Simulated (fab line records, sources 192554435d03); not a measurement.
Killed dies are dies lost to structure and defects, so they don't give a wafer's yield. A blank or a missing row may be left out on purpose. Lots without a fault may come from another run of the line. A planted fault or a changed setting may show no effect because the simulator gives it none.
Which tool did it? | flow n5_finfet | 24 lots, 72 wafers sampled, at 6 steps of a route of 1938

WHAT THE GAUGES READ, wafer by wafer
N5_BEOL_M4_CD_MEAS_28: target cd 26.2 nm, target cd y 24.1 nm. Usual: cd_nm 26.20 nm, standard deviation 0.24.
lot  | measured     | on        | cd_nm (nm)        | flag
L075 | day 8 00:47  | cd_sem-03 | 26.34 26.48 25.88 |
L074 | day 8 04:28  | cd_sem-03 | 26.04 25.96 26.59 |
L076 | day 8 10:37  | cd_sem-03 | 26.13 26.18 26.06 |
L077 | day 8 21:38  | cd_sem-02 | 26.34 26.15 26.26 |
L078 | day 8 22:01  | cd_sem-03 | 26.28 25.86 25.96 |
L079 | day 9 11:38  | cd_sem-02 | 26.42 25.96 26.25 |
L081 | day 9 16:39  | cd_sem-02 | 26.13 26.29 25.99 |
L080 | day 9 19:50  | cd_sem-02 | 26.55 26.20 26.69 |
L082 | day 9 20:07  | cd_sem-02 | 26.31 26.46 26.21 |
L084 | day 10 11:32 | cd_sem-02 | 25.81 25.59 26.02 |
L083 | day 10 18:40 | cd_sem-02 | 26.35 26.35 26.12 |
L085 | day 10 21:33 | cd_sem-03 | 26.36 26.30 25.98 |
L086 | day 11 15:24 | cd_sem-02 | 26.21 26.32 25.92 |
L088 | day 11 18:08 | cd_sem-02 | 26.18 25.94 26.62 |
L087 | day 12 04:07 | cd_sem-01 | 26.37 25.98 26.11 |
L091 | day 12 09:23 | cd_sem-01 | 26.16 26.27 26.13 |
L089 | day 12 13:19 | cd_sem-03 | 26.22 26.27 25.99 |
L092 | day 12 21:52 | cd_sem-03 | 26.26 27.02 26.55 |
L090 | day 12 22:59 | cd_sem-01 | 25.98 26.51 26.01 |
L093 | day 13 06:44 | cd_sem-03 | 26.37 26.59 26.40 |
L094 | day 13 17:27 | cd_sem-03 | 26.45 26.26 26.35 |
L095 | day 13 21:21 | cd_sem-01 | 26.22 26.21 26.79 |
L096 | day 14 10:35 | cd_sem-01 | 25.86 26.02 26.44 |
L097 | day 14 16:50 | cd_sem-02 | 25.98 26.35 25.95 |

N5_BEOL_M4_INSPECT_30: inspects for defects (brightfield). Usual: raw_defect_count 395, standard deviation 92.
lot  | measured     | on                | raw_defect_count | flag
L075 | day 8 00:53  | defect_inspect-01 | 312 327 370      |
L074 | day 8 04:32  | defect_inspect-02 | 490 426 374      |
L076 | day 8 10:43  | defect_inspect-02 | 314 374 389      |
L077 | day 8 21:43  | defect_inspect-01 | 380 483 461      |
L078 | day 8 22:07  | defect_inspect-01 | 433 534 335      |
L079 | day 9 11:44  | defect_inspect-02 | 350 295 305      |
L081 | day 9 16:44  | defect_inspect-02 | 358 263 266      |
L080 | day 9 19:55  | defect_inspect-01 | 380 440 467      |
L082 | day 9 20:11  | defect_inspect-01 | 558 381 357      |
L084 | day 10 11:37 | defect_inspect-01 | 553 756 517      |
L083 | day 10 18:46 | defect_inspect-01 | 375 512 410      |
L085 | day 10 21:38 | defect_inspect-02 | 438 374 493      |
L086 | day 11 15:29 | defect_inspect-01 | 291 436 361      |
L088 | day 11 18:14 | defect_inspect-02 | 331 350 359      |
L087 | day 12 04:12 | defect_inspect-02 | 404 483 443      |
L091 | day 12 09:29 | defect_inspect-02 | 469 310 264      |
L089 | day 12 13:23 | defect_inspect-02 | 463 369 481      |
L092 | day 12 21:56 | defect_inspect-01 | 514 394 426      |
L090 | day 12 23:05 | defect_inspect-02 | 561 536 428      |
L093 | day 13 06:50 | defect_inspect-02 | 339 366 366      |
L094 | day 13 17:32 | defect_inspect-01 | 329 465 281      |
L095 | day 13 21:27 | defect_inspect-01 | 216 233 227      |
L096 | day 14 10:41 | defect_inspect-01 | 282 228 285      |
L097 | day 14 16:56 | defect_inspect-02 | 387 298 300      |

WHICH TOOL RAN EACH LOT (tool, then ch and the chambers of the sampled wafers, then the start)
lot  | N5_BEOL_M3_STRIP_97                           | N5_BEOL_M3_SURFACE_TREAT_85  | N5_BEOL_M3_SPUTTER_94        | N5_BEOL_M3_ANNEAL_95
L075 | rie_diel-03 ch 0,1,3, day 7 17:51 or earlier  | pvd_sputter-01, day 7 17:51  | pvd_sputter-02, day 7 19:53  | pvd_sputter-02, day 7 19:58
L074 | rie_diel-03 ch 2,3, day 7 23:16 or earlier    | pvd_sputter-03, day 7 23:16  | pvd_sputter-02, day 8 01:27  | pvd_sputter-02, day 8 01:32
L076 | rie_diel-01 ch 1,2,3, day 8 04:24 or earlier  | pvd_sputter-03, day 8 04:24  | pvd_sputter-01, day 8 07:15  | pvd_sputter-01, day 8 07:20
L077 | rie_diel-02 ch 2,3, day 8 12:15 or earlier    | pvd_sputter-03, day 8 12:15  | pvd_sputter-02, day 8 14:01  | pvd_sputter-02, day 8 14:05
L078 | rie_diel-03 ch 0,2,3, day 8 12:25 or earlier  | pvd_sputter-02, day 8 12:25  | pvd_sputter-01, day 8 14:35  | pvd_sputter-01, day 8 14:40
L079 | rie_diel-02 ch 1,2,3, day 9 03:02 or earlier  | pvd_sputter-03, day 9 03:02  | pvd_sputter-02, day 9 04:57  | pvd_sputter-02, day 9 05:02
L081 | rie_diel-01 ch 0,3, day 9 08:09 or earlier    | pvd_sputter-03, day 9 08:09  | pvd_sputter-03, day 9 09:56  | pvd_sputter-03, day 9 10:01
L080 | rie_diel-02 ch 1,3, day 9 11:17 or earlier    | pvd_sputter-02, day 9 11:17  | pvd_sputter-03, day 9 13:08  | pvd_sputter-03, day 9 13:13
L082 | rie_diel-03 ch 1,2,3, day 9 11:33 or earlier  | pvd_sputter-03, day 9 11:33  | pvd_sputter-03, day 9 14:58  | pvd_sputter-03, day 9 15:03
L084 | rie_diel-02 ch 0,3, day 9 23:16 or earlier    | pvd_sputter-03, day 9 23:16  | pvd_sputter-03, day 10 08:39 | pvd_sputter-03, day 10 08:44
L083 | rie_diel-01 ch 0,1,2, day 10 10:10 or earlier | pvd_sputter-03, day 10 10:10 | pvd_sputter-03, day 10 12:07 | pvd_sputter-03, day 10 12:11
L085 | rie_diel-01 ch 0,1,3, day 10 13:25 or earlier | pvd_sputter-03, day 10 13:25 | pvd_sputter-01, day 10 15:16 | pvd_sputter-01, day 10 15:20
L086 | rie_diel-02 ch 0,1,3, day 11 08:17 or earlier | pvd_sputter-01, day 11 08:17 | pvd_sputter-01, day 11 10:03 | pvd_sputter-01, day 11 10:08
L088 | rie_diel-02 ch 0,2,3, day 11 12:14 or earlier | pvd_sputter-02, day 11 12:14 | pvd_sputter-02, day 11 14:13 | pvd_sputter-02, day 11 14:17
L087 | rie_diel-01 ch 1,3, day 11 22:38 or earlier   | pvd_sputter-02, day 11 22:38 | pvd_sputter-02, day 12 00:26 | pvd_sputter-02, day 12 00:31
L091 | rie_diel-01 ch 1,3, day 12 04:07 or earlier   | pvd_sputter-02, day 12 04:07 | pvd_sputter-01, day 12 05:56 | pvd_sputter-01, day 12 06:01
L089 | rie_diel-02 ch 2,3, day 12 08:11 or earlier   | pvd_sputter-01, day 12 08:11 | pvd_sputter-01, day 12 10:14 | pvd_sputter-01, day 12 10:19
L092 | rie_diel-01 ch 1,2,3, day 12 13:34 or earlier | pvd_sputter-02, day 12 13:34 | pvd_sputter-02, day 12 15:33 | pvd_sputter-02, day 12 15:38
L090 | rie_diel-02 ch 0,1,2, day 12 17:21 or earlier | pvd_sputter-02, day 12 17:21 | pvd_sputter-03, day 12 19:08 | pvd_sputter-03, day 12 19:13
L093 | rie_diel-01 ch 1,2,3, day 12 22:07 or earlier | pvd_sputter-01, day 12 22:07 | pvd_sputter-01, day 13 02:20 | pvd_sputter-01, day 13 02:25
L094 | rie_diel-03 ch 0,1,2, day 13 11:17 or earlier | pvd_sputter-02, day 13 11:17 | pvd_sputter-01, day 13 13:05 | pvd_sputter-01, day 13 13:10
L095 | rie_diel-03 ch 0,2,3, day 13 14:20 or earlier | pvd_sputter-01, day 13 14:20 | pvd_sputter-03, day 13 16:34 | pvd_sputter-03, day 13 16:39
L096 | rie_diel-01 ch 0,1,2, day 14 04:04 or earlier | pvd_sputter-03, day 14 04:04 | pvd_sputter-03, day 14 06:01 | pvd_sputter-03, day 14 06:06
L097 | rie_diel-02 ch 0,1,2, day 14 11:32 or earlier | pvd_sputter-03, day 14 11:32 | pvd_sputter-03, day 14 13:34 | pvd_sputter-03, day 14 13:38
- N5_BEOL_M3_STRIP_97: strips in N2/H2, time 10 s.
- N5_BEOL_M3_SURFACE_TREAT_85
- N5_BEOL_M3_SPUTTER_94: material Cu, target thk 4.5 nm, time 8.29 s.
- N5_BEOL_M3_ANNEAL_95: time 240 s.

WHAT THE TOOLS THEMSELVES READ (means of the sampled wafers that have a number; where no wafer has one, the mark that the record gives instead)
N5_BEOL_M3_STRIP_97. Usual: drypump_motor_current_A 5.7 A, standard deviation 0.35; oes_product_au 0.75 a.u., standard deviation 0.071; rf_vpp_V 59.2 V, standard deviation 0.86; showerhead_plenum_p_Torr 2.55 Torr, standard deviation 0.08; throttle_valve_pct 23.90 %, standard deviation 0.24.
lot  | tool        | drypump_motor_current_A (A) | oes_product_au (a.u.) | rf_vpp_V (V) | showerhead_plenum_p_Torr (Torr) | throttle_valve_pct (%) | flag
L075 | rie_diel-03 | 5.6                         | 0.73                  | 59.0         | 2.48                            | 24.08                  |
L074 | rie_diel-03 | 5.4                         | 0.76                  | 59.3         | 2.52                            | 23.84                  |
L076 | rie_diel-01 | 6.0                         | 0.74                  | 58.7         | 2.54                            | 23.95                  |
L077 | rie_diel-02 | 5.3                         | 0.87                  | 59.9         | 2.64                            | 23.73                  |
L078 | rie_diel-03 | 5.5                         | 0.75                  | 59.0         | 2.52                            | 23.95                  |
L079 | rie_diel-02 | 5.4                         | 0.80                  | 59.3         | 2.62                            | 23.87                  |
L081 | rie_diel-01 | 6.3                         | 0.72                  | 59.1         | 2.47                            | 23.96                  |
L080 | rie_diel-02 | 5.4                         | 0.80                  | 58.5         | 2.65                            | 23.88                  |
L082 | rie_diel-03 | 5.6                         | 0.81                  | 59.4         | 2.58                            | 23.91                  |
L084 | rie_diel-02 | 5.5                         | 0.87                  | 59.5         | 2.55                            | 23.35                  |
L083 | rie_diel-01 | 5.8                         | 0.72                  | 59.6         | 2.56                            | 23.98                  |
L085 | rie_diel-01 | 6.1                         | 0.72                  | 58.9         | 2.49                            | 24.01                  |
L086 | rie_diel-02 | 5.5                         | 0.83                  | 59.0         | 2.60                            | 23.63                  |
L088 | rie_diel-02 | 5.5                         | 0.81                  | 59.7         | 2.56                            | 23.64                  |
L087 | rie_diel-01 | 6.1                         | 0.72                  | 58.5         | 2.49                            | 24.07                  |
L091 | rie_diel-01 | 6.3                         | 0.72                  | 58.6         | 2.45                            | 24.01                  |
L089 | rie_diel-02 | 5.5                         | 0.76                  | 59.8         | 2.57                            | 23.88                  |
L092 | rie_diel-01 | 6.0                         | 0.72                  | 59.4         | 2.52                            | 23.98                  |
L090 | rie_diel-02 | 5.7                         | 0.74                  | 59.0         | 2.54                            | 23.78                  |
L093 | rie_diel-01 | 6.0                         | 0.72                  | 59.1         | 2.52                            | 23.99                  |
L094 | rie_diel-03 | 5.6                         | 0.77                  | 59.7         | 2.58                            | 23.91                  |
L095 | rie_diel-03 | 5.4                         | 0.72                  | 59.1         | 2.51                            | 23.99                  |
L096 | rie_diel-01 | 5.8                         | 0.70                  | 58.8         | 2.55                            | 24.03                  |
L097 | rie_diel-02 | 5.7                         | 0.74                  | 59.3         | 2.53                            | 23.80                  |

N5_BEOL_M3_SPUTTER_94. Usual: chamber_pressure_pa 0.07 Pa, standard deviation 0.00017; susceptor_temp_C -20.00 C, standard deviation 0.098; throttle_valve_pct 30.7 %, standard deviation 0.96.
lot  | tool           | chamber_pressure_pa (Pa) | susceptor_temp_C (C) | throttle_valve_pct (%) | flag
L075 | pvd_sputter-02 | 0.07                     | -20.03               | 30.0                   |
L074 | pvd_sputter-02 | 0.07                     | -19.98               | 31.0                   |
L076 | pvd_sputter-01 | 0.07                     | -19.99               | 30.4                   |
L077 | pvd_sputter-02 | 0.07                     | -19.99               | 31.0                   |
L078 | pvd_sputter-01 | 0.07                     | -19.99               | 30.3                   |
L079 | pvd_sputter-02 | 0.07                     | -20.07               | 31.5                   |
L081 | pvd_sputter-03 | 0.07                     | -19.99               | 29.9                   |
L080 | pvd_sputter-03 | 0.07                     | -20.06               | 30.6                   |
L082 | pvd_sputter-03 | 0.07                     | -19.92               | 29.6                   |
L084 | pvd_sputter-03 | 0.07                     | -20.06               | 30.0                   |
L083 | pvd_sputter-03 | 0.07                     | -20.02               | 30.1                   |
L085 | pvd_sputter-01 | 0.07                     | -20.06               | 30.2                   |
L086 | pvd_sputter-01 | 0.07                     | -19.95               | 30.8                   |
L088 | pvd_sputter-02 | 0.07                     | -19.93               | 30.8                   |
L087 | pvd_sputter-02 | 0.07                     | -19.99               | 31.3                   |
L091 | pvd_sputter-01 | 0.07                     | -20.11               | 31.2                   |
L089 | pvd_sputter-01 | 0.07                     | -20.07               | 30.4                   |
L092 | pvd_sputter-02 | 0.07                     | -20.06               | 31.1                   |
L090 | pvd_sputter-03 | 0.07                     | -20.01               | 30.9                   |
L093 | pvd_sputter-01 | 0.07                     | -19.91               | 31.3                   |
L094 | pvd_sputter-01 | 0.07                     | -20.00               | 31.0                   |
L095 | pvd_sputter-03 | 0.07                     | -20.12               | 30.5                   |
L096 | pvd_sputter-03 | 0.07                     | -20.00               | 30.2                   |
L097 | pvd_sputter-03 | 0.07                     | -19.99               | 30.7                   |

N5_BEOL_M3_ANNEAL_95. Usual: heater_power_w 842 W, standard deviation 110; susceptor_temp_C 399.99 C, standard deviation 0.24.
lot  | tool           | heater_power_w (W) | susceptor_temp_C (C) | flag
L075 | pvd_sputter-02 | 994                | 400.02               |
L074 | pvd_sputter-02 | 871                | 399.80               |
L076 | pvd_sputter-01 | 788                | 399.96               |
L077 | pvd_sputter-02 | 919                | 399.93               |
L078 | pvd_sputter-01 | 774                | 400.12               |
L079 | pvd_sputter-02 | 852                | 400.07               |
L081 | pvd_sputter-03 | 774                | 399.86               |
L080 | pvd_sputter-03 | 817                | 400.03               |
L082 | pvd_sputter-03 | 817                | 400.24               |
L084 | pvd_sputter-03 | 786                | 399.88               |
L083 | pvd_sputter-03 | 818                | 399.85               |
L085 | pvd_sputter-01 | 780                | 400.34               |
L086 | pvd_sputter-01 | 764                | 400.10               |
L088 | pvd_sputter-02 | 935                | 400.10               |
L087 | pvd_sputter-02 | 895                | 400.21               |
L091 | pvd_sputter-01 | 881                | 399.90               |
L089 | pvd_sputter-01 | 785                | 399.89               |
L092 | pvd_sputter-02 | 906                | 400.02               |
L090 | pvd_sputter-03 | 841                | 399.77               |
L093 | pvd_sputter-01 | 875                | 400.14               |
L094 | pvd_sputter-01 | 760                | 400.06               |
L095 | pvd_sputter-03 | 786                | 400.13               |
L096 | pvd_sputter-03 | 820                | 399.84               |
L097 | pvd_sputter-03 | 805                | 399.97               |

THE ANSWER, worked out from the rows above alone
Rule: a lot is off if the mean of its wafers that have a number lies more than 3 standard deviations from the usual mean. A lot without any number at a reading at which 4 lots or more have one is off too. The other lots that the step has rows for count as sound. The gauges are gone through in route order, then the tools' own readings, and for those a lot's mean is taken as printed above. The first step at which some lot is off is used, and at that step the reading that is off furthest; a lot without a number counts as furthest.
No lot is off at any reading shown: from this, nothing can be told.

WHAT THE SIMULATOR HAD PUT IN
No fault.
